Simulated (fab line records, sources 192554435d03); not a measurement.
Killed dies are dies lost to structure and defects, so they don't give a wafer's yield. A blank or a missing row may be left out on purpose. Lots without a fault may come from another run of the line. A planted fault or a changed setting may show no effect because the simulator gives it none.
Split-lot experiment | flow n5_finfet | 7 lots, 21 wafers read, on a route of 1938 steps

THE SPLIT
At N5_SD_EPI_N_ETCH_45 (etches SiOCN in CH3F/O2, target depth 6 nm), the setting target_depth_a was moved away from the recipe's 60 angstrom on 5 of the 21 wafers read, by -7.2% to +11.5%. The other wafers ran this setting at the recipe's value.

The reading is taken at the split's own step.

THE READING
etch.depth_nm (the simulator's own value, which no gauge read), in nm, at N5_SD_EPI_N_ETCH_45 (etches SiOCN in CH3F/O2, target depth 6 nm). The file gives no usual value for it. The 16 wafers here that ran the recipe average 6.015 nm, standard deviation 0.14 nm.

wafer  | tool, chamber at the split | target_depth_a as run, angstrom | against the recipe | etch.depth_nm, nm | against lot-mates on the recipe
L076.3 | rie_diel-05, 2             | 66.91                           | +11.5%             | 6.922             | +0.730
L076.4 | rie_diel-05, 1             | 60                              | recipe             | 6.184             | -
L076.6 | rie_diel-05, 2             | 60                              | recipe             | 6.2               | -
L077.1 | rie_diel-05, 3             | 60                              | recipe             | 6.325             | -
L077.2 | rie_diel-05, 0             | 60                              | recipe             | 5.917             | -
L077.6 | rie_diel-05, 0             | 60                              | recipe             | 5.896             | -
L079.2 | rie_diel-06, 2             | 60                              | recipe             | 6.01              | -
L079.4 | rie_diel-06, 3             | 56.22                           | -6.3%              | 5.513             | -0.497
L079.6 | rie_diel-06, 3             | 56.22                           | -6.3%              | 5.531             | -0.479
L080.1 | rie_diel-04, 3             | 55.69                           | -7.2%              | 5.633             | -0.238
L080.4 | rie_diel-04, 1             | 55.69                           | -7.2%              | 5.602             | -0.269
L080.5 | rie_diel-04, 2             | 60                              | recipe             | 5.871             | -
L081.2 | rie_diel-04, 2             | 60                              | recipe             | 5.859             | -
L081.3 | rie_diel-04, 1             | 60                              | recipe             | 5.958             | -
L081.6 | rie_diel-04, 2             | 60                              | recipe             | 5.872             | -
L084.2 | rie_diel-05, 2             | 60                              | recipe             | 6.145             | -
L084.4 | rie_diel-05, 0             | 60                              | recipe             | 5.938             | -
L084.6 | rie_diel-05, 1             | 60                              | recipe             | 6.173             | -
L085.1 | rie_diel-04, 0             | 60                              | recipe             | 5.984             | -
L085.3 | rie_diel-04, 2             | 60                              | recipe             | 5.874             | -
L085.6 | rie_diel-04, 1             | 60                              | recipe             | 6.039             | -

THE FIT
A straight line over all 21 wafers: etch.depth_nm changes by +0.0715 nm for each +1% of target_depth_a; r = +0.90; the points scatter about the line by 0.14 nm.
The same after taking each lot's own level away (the mean of its wafers on the recipe; 21 wafers): +0.0581 nm for each +1%; r = +0.89; scatter 0.12 nm.
On that fit, the largest move of target_depth_a shifts the reading by 0.67 nm.
The lots' own levels span 5.8710 to 6.1920 nm, that is 2.3 times the standard deviation above.
So the lot-to-lot level changes the slope: the two fits differ.
Check: with one of the wafers moved furthest among these (+11.5%) left out of the fit, the line predicts +0.611 nm for it against its lot-mates. It came out at +0.73 nm against them.

OTHER SPLITS ON THESE WAFERS
These wafers also went through other splits before the reading. Each is held against what the fit with the lots' levels taken away leaves over:
other split on the same wafers       | wafers away from the commonest value | r with etch.depth_nm (lot level and that fit taken away)
N5_WELL_APT_COAT_02 spin_rpm         | 3                                    | +0.08
N5_WELL_APT_EXPOSE_05 dose_mj        | 6                                    | -0.10
N5_FIN_SAQP_SPACER1_ALD_24 temp_c    | 4                                    | -0.23
N5_STI_FIN_REVEAL_ETCHBACK_08 time_s | 7                                    | +0.14
N5_STI_FIN_REVEAL_PRECLEAN_17 time_s | 6                                    | -0.21
N5_SD_EPI_N_ETCH_35 source_w         | 4                                    | +0.13

THE FILE'S OWN FIT
etch.depth_nm changes by +0.0594 nm for each +1% of target_depth_a, r = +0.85.
